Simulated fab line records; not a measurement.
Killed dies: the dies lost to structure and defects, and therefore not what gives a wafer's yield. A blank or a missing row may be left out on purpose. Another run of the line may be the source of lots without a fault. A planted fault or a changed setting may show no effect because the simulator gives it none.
Lot-split experiment / flow n5Finfet / on a route of 1938 steps: 7 lots, 39 wafers read

== ON THE SPLIT ==
At N5_GATE_CUT_HM_DEP_46 (deposits SiO2 from TEOS/O2, target thk 130 nm, time 26.6 s), the setting targetThkA was moved away from the recipe's 1300 angstrom on 15 of the 39 wafers read, by -10.0% to +8.8%. The other wafers ran this setting at the recipe's value.

== FROM THE SPLIT TO THE READING: what the file shows between them, 10 steps ==
- N5_GATE_CUT_COAT_34: time 60 s, resist thk 60 nm
- N5_GATE_CUT_COAT_35: time 60 s, resist thk 10 nm
- N5_GATE_CUT_STRIP_38: strips in N2/H2
- N5_GATE_CUT_STRIP_39: strips in N2/H2
- N5_GATE_CUT_HM_OPEN_40: chemistry C4F6/O2, target SiO2, target depth 139 nm, time 85.1 s
- N5_GATE_CUT_CUT_ETCH_54: etches TiN in Cl2/BCl3, target depth 96.7 nm (also split here: Cl2_flow_sccm)
- N5_GATE_CUT_CUT_ETCH_55: etches HfO2 in BCl3, target depth 3.2 nm
- N5_GATE_CUT_ETCH_47: etches SiO2 in Cl2/BCl3, target depth 10 nm
- N5_GATE_CUT_ALD_22: deposits SiNx, target thk 16 nm, pulse time 1 s, ald cycles 320
- N5_GATE_CUT_CMP_23: polishes, stops on SiO2, t overpolish 23.4 s, target thk 16 nm

== THE READING ==
GC_FILL_THK (nm), taken at N5_GATE_CUT_THK_MEAS_24. Fault-free wafers of this fab line usually give 220.0 nm, standard deviation 1.9 nm.

wafer=L074.1; tool, chamber at the split=pecvd-02, 2; targetThkA as run, angstrom=1300; against the recipe=recipe; GC_FILL_THK, nm=219.3; against lot-mates on the recipe=-
wafer=L074.2; tool, chamber at the split=pecvd-02, 1; targetThkA as run, angstrom=1300; against the recipe=recipe; GC_FILL_THK, nm=220.1; against lot-mates on the recipe=-
wafer=L074.3; tool, chamber at the split=pecvd-02, 0; targetThkA as run, angstrom=1380; against the recipe=+6.2%; GC_FILL_THK, nm=229.0; against lot-mates on the recipe=+8.1
wafer=L074.4; tool, chamber at the split=pecvd-02, 2; targetThkA as run, angstrom=1300; against the recipe=recipe; GC_FILL_THK, nm=223.2; against lot-mates on the recipe=-
wafer=L074.5; tool, chamber at the split=pecvd-02, 0; targetThkA as run, angstrom=1380; against the recipe=+6.2%; GC_FILL_THK, nm=231.8; against lot-mates on the recipe=+10.9
wafer=L074.6; tool, chamber at the split=pecvd-02, 1; targetThkA as run, angstrom=1380; against the recipe=+6.2%; GC_FILL_THK, nm=229.0; against lot-mates on the recipe=+8.1
wafer=L079.1; tool, chamber at the split=pecvd-02, 0; targetThkA as run, angstrom=1300; against the recipe=recipe; GC_FILL_THK, nm=221.1; against lot-mates on the recipe=-
wafer=L079.2; tool, chamber at the split=pecvd-02, 1; targetThkA as run, angstrom=1300; against the recipe=recipe; GC_FILL_THK, nm=221.2; against lot-mates on the recipe=-
wafer=L079.3; tool, chamber at the split=pecvd-02, 2; targetThkA as run, angstrom=1183; against the recipe=-9.0%; GC_FILL_THK, nm=209.3; against lot-mates on the recipe=-12.7
wafer=L079.4; tool, chamber at the split=pecvd-02, 2; targetThkA as run, angstrom=1183; against the recipe=-9.0%; GC_FILL_THK, nm=210.4; against lot-mates on the recipe=-11.6
wafer=L079.5; tool, chamber at the split=pecvd-02, 1; targetThkA as run, angstrom=1183; against the recipe=-9.0%; GC_FILL_THK, nm=211.6; against lot-mates on the recipe=-10.4
wafer=L079.6; tool, chamber at the split=pecvd-02, 0; targetThkA as run, angstrom=1300; against the recipe=recipe; GC_FILL_THK, nm=223.6; against lot-mates on the recipe=-
wafer=L084.1; tool, chamber at the split=pecvd-01, 2; targetThkA as run, angstrom=1300; against the recipe=recipe; GC_FILL_THK, nm=218.2; against lot-mates on the recipe=-
wafer=L084.2; tool, chamber at the split=pecvd-01, 1; targetThkA as run, angstrom=1170; against the recipe=-10.0%; GC_FILL_THK, nm=207.3; against lot-mates on the recipe=-11.4
wafer=L084.3; tool, chamber at the split=pecvd-01, 0; targetThkA as run, angstrom=1300; against the recipe=recipe; GC_FILL_THK, nm=218.6; against lot-mates on the recipe=-
wafer=L084.4; tool, chamber at the split=pecvd-01, 1; targetThkA as run, angstrom=1170; against the recipe=-10.0%; GC_FILL_THK, nm=207.9; against lot-mates on the recipe=-10.8
wafer=L084.5; tool, chamber at the split=pecvd-01, 0; targetThkA as run, angstrom=1300; against the recipe=recipe; GC_FILL_THK, nm=219.3; against lot-mates on the recipe=-
wafer=L084.6; tool, chamber at the split=pecvd-01, 2; targetThkA as run, angstrom=1170; against the recipe=-10.0%; GC_FILL_THK, nm=209.4; against lot-mates on the recipe=-9.3
wafer=L089.3; tool, chamber at the split=pecvd-01, 2; targetThkA as run, angstrom=1300; against the recipe=recipe; GC_FILL_THK, nm=220.2; against lot-mates on the recipe=-
wafer=L089.4; tool, chamber at the split=pecvd-01, 0; targetThkA as run, angstrom=1300; against the recipe=recipe; GC_FILL_THK, nm=223.0; against lot-mates on the recipe=-
wafer=L089.5; tool, chamber at the split=pecvd-01, 2; targetThkA as run, angstrom=1300; against the recipe=recipe; GC_FILL_THK, nm=223.0; against lot-mates on the recipe=-
wafer=L091.1; tool, chamber at the split=pecvd-01, 2; targetThkA as run, angstrom=1300; against the recipe=recipe; GC_FILL_THK, nm=220.0; against lot-mates on the recipe=-
wafer=L091.2; tool, chamber at the split=pecvd-01, 1; targetThkA as run, angstrom=1173; against the recipe=-9.8%; GC_FILL_THK, nm=208.3; against lot-mates on the recipe=-13.2
wafer=L091.3; tool, chamber at the split=pecvd-01, 0; targetThkA as run, angstrom=1300; against the recipe=recipe; GC_FILL_THK, nm=221.4; against lot-mates on the recipe=-
wafer=L091.4; tool, chamber at the split=pecvd-01, 2; targetThkA as run, angstrom=1173; against the recipe=-9.8%; GC_FILL_THK, nm=210.6; against lot-mates on the recipe=-10.9
wafer=L091.5; tool, chamber at the split=pecvd-01, 0; targetThkA as run, angstrom=1300; against the recipe=recipe; GC_FILL_THK, nm=223.1; against lot-mates on the recipe=-
wafer=L091.6; tool, chamber at the split=pecvd-01, 1; targetThkA as run, angstrom=1173; against the recipe=-9.8%; GC_FILL_THK, nm=209.7; against lot-mates on the recipe=-11.8
wafer=L092.1; tool, chamber at the split=pecvd-03, 2; targetThkA as run, angstrom=1300; against the recipe=recipe; GC_FILL_THK, nm=219.4; against lot-mates on the recipe=-
wafer=L092.2; tool, chamber at the split=pecvd-03, 1; targetThkA as run, angstrom=1300; against the recipe=recipe; GC_FILL_THK, nm=218.1; against lot-mates on the recipe=-
wafer=L092.3; tool, chamber at the split=pecvd-03, 0; targetThkA as run, angstrom=1300; against the recipe=recipe; GC_FILL_THK, nm=219.8; against lot-mates on the recipe=-
wafer=L092.4; tool, chamber at the split=pecvd-03, 2; targetThkA as run, angstrom=1300; against the recipe=recipe; GC_FILL_THK, nm=222.4; against lot-mates on the recipe=-
wafer=L092.5; tool, chamber at the split=pecvd-03, 0; targetThkA as run, angstrom=1300; against the recipe=recipe; GC_FILL_THK, nm=221.3; against lot-mates on the recipe=-
wafer=L092.6; tool, chamber at the split=pecvd-03, 1; targetThkA as run, angstrom=1300; against the recipe=recipe; GC_FILL_THK, nm=218.2; against lot-mates on the recipe=-
wafer=L094.1; tool, chamber at the split=pecvd-01, 1; targetThkA as run, angstrom=1415; against the recipe=+8.8%; GC_FILL_THK, nm=229.7; against lot-mates on the recipe=+11.2
wafer=L094.2; tool, chamber at the split=pecvd-01, 0; targetThkA as run, angstrom=1415; against the recipe=+8.8%; GC_FILL_THK, nm=227.0; against lot-mates on the recipe=+8.5
wafer=L094.3; tool, chamber at the split=pecvd-01, 2; targetThkA as run, angstrom=1300; against the recipe=recipe; GC_FILL_THK, nm=217.1; against lot-mates on the recipe=-
wafer=L094.4; tool, chamber at the split=pecvd-01, 0; targetThkA as run, angstrom=1415; against the recipe=+8.8%; GC_FILL_THK, nm=230.5; against lot-mates on the recipe=+12.0
wafer=L094.5; tool, chamber at the split=pecvd-01, 1; targetThkA as run, angstrom=1300; against the recipe=recipe; GC_FILL_THK, nm=219.1; against lot-mates on the recipe=-
wafer=L094.6; tool, chamber at the split=pecvd-01, 2; targetThkA as run, angstrom=1300; against the recipe=recipe; GC_FILL_THK, nm=219.4; against lot-mates on the recipe=-

FIT RESULTS
A straight line over all 39 wafers: GC_FILL_THK changes by +1.16 nm for each +1% of targetThkA; r = +0.96; the points scatter about the line by 1.9 nm.
The same after taking each lot's own level away (the mean of its wafers on the recipe; 39 wafers): +1.22 nm for each +1%; r = +0.98; scatter 1.4 nm.
Per that fit: largest targetThkA move, reading shift of 12 nm.
The span of the lots' own levels, 218.53 to 222.07 nm, comes to 1.9 times the standard deviation stated above.
So the lot-to-lot level changes the slope little: the two slopes agree.
Check: for one of the wafers moved furthest among these (-10.0%), held out of the fit, the line's prediction against its lot-mates is -12 nm. Against them it came out at -11.4 nm.

== OTHER SPLITS APPLIED TO THESE WAFERS ==
Other splits were also applied to these wafers ahead of the reading. Each is held against what the fit with the lots' levels taken away leaves over:
other split on the same wafers=N5_DUMMY_GATE_ETCH_37 sourceW; wafers away from the commonest value=15; r with GC_FILL_THK (lot level and that fit taken away)=-0.19
other split on the same wafers=N5_SD_EPI_N_ETCH_35 timeS; wafers away from the commonest value=9; r with GC_FILL_THK (lot level and that fit taken away)=-0.15
other split on the same wafers=N5_GATE_CUT_ETCH_58 targetDepthA; wafers away from the commonest value=12; r with GC_FILL_THK (lot level and that fit taken away)=+0.01
other split on the same wafers=N5_GATE_CUT_CUT_ETCH_54 Cl2_flow_sccm; wafers away from the commonest value=15; r with GC_FILL_THK (lot level and that fit taken away)=+0.11

== THE WHOLE CHAIN: every reading that the file lists as answering this split, in the file's order ==
step=N5_GATE_CUT_HM_DEP_46; what it does=deposits SiO2 from TEOS/O2, target thk 130 nm, time 26.6 s; reading=SiO2_of_GATE_CUT_HM_DEP_46.thkNm (the simulator's own value, which no gauge read); change (the file's fit)=+1.25 nm for each +1% of the setting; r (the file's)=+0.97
step=N5_GATE_CUT_HM_OPEN_40; what it does=chemistry C4F6/O2, target SiO2, target depth 139 nm, time 85.1 s; reading=etchRfOnTimeS; change (the file's fit)=withheld for each +1% of the setting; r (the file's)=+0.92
step=N5_GATE_CUT_HM_OPEN_40; what it does=chemistry C4F6/O2, target SiO2, target depth 139 nm, time 85.1 s; reading=etch.depthNm (the simulator's own value, which no gauge read); change (the file's fit)=+1.25 nm for each +1% of the setting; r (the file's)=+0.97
step=N5_GATE_CUT_HM_OPEN_40; what it does=chemistry C4F6/O2, target SiO2, target depth 139 nm, time 85.1 s; reading=SOC_of_GATE_CUT_COAT_34.thkNm (the simulator's own value, which no gauge read); change (the file's fit)=-0.27 nm for each +1% of the setting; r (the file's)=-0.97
step=N5_GATE_CUT_THK_MEAS_24; what it does=; reading=GC_FILL_THK; change (the file's fit)=+1.21 for each +1% of the setting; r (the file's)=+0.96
step=N5_GATE_CUT_CMP_43; what it does=polishes SiO2; reading=SiO2_of_GATE_CUT_HM_DEP_46.thkNm (the simulator's own value, which no gauge read); change (the file's fit)=+0.0613 nm for each +1% of the setting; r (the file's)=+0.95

== FILE'S OWN FIT ==
GC_FILL_THK changes by +1.21 nm for each +1% of targetThkA, r = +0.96.
